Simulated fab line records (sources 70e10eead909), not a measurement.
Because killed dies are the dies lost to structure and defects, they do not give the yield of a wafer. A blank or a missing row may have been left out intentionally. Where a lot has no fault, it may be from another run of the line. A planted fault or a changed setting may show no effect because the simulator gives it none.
Chamber matching	flow nand_harc	NHARC_A_STAIRCASE_DEP_417 on pecvd-04: 3 sister chambers
The step deposits Si3N4, target thk 60 nm. 6 wafers are shown with their chamber, then 7 later ones without.

== WAFERS PAIRED WITH THEIR CHAMBERS ==
wafer	chamber	heater_power_w (W)	rf_fwd_power_W (W)
L080.4	2	531	449.2
L089.1	1	717	450.1
L089.3	1	719	451.5
L089.4	0	851	447.6
L090.4	0	717	448.8
L090.5	2	639	450.3

== WAFERS MISSING THEIR CHAMBER ==
wafer	heater_power_w (W)	rf_fwd_power_W (W)
L090.6	735	449.9
L095.3	739	450.7
L095.4	636	448.5
L095.6	661	451.2
L096.1	865	449.0
L096.4	731	450.1
L096.6	656	448.1

== WHICH CHAMBER EACH WENT THROUGH ==
wafer	from the rows above	in truth
L090.6	can't be placed: 1 or 0 or 2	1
L095.3	1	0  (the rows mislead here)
L095.4	can't be placed: 2 or 0 or 1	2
L095.6	can't be placed: 1 or 2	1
L096.1	can't be placed: 0 or 1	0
L096.4	can't be placed: 1 or 2 or 0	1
L096.6	can't be placed: 0 or 2 or 1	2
Placed correctly: 0 of 7. Cannot be placed on the basis of these rows: 6; the candidates contain the true chamber in 6. Number placed wrongly: 1.
How it was worked out, from the rows above alone: a wafer's distance from a chamber is the root of the sum, over the readings, of the square of ((its reading less the chamber's mean) divided by the reading's scatter). If the next closest chamber is less than 2 further off than the closest, the wafer can't be placed; otherwise it belongs to the closest. A chamber's mean is the mean of its shown wafers. The scatter: take each reading less its chamber's mean, square it, sum over the shown wafers, divide by the number of wafers less the number of chambers, and take the root.
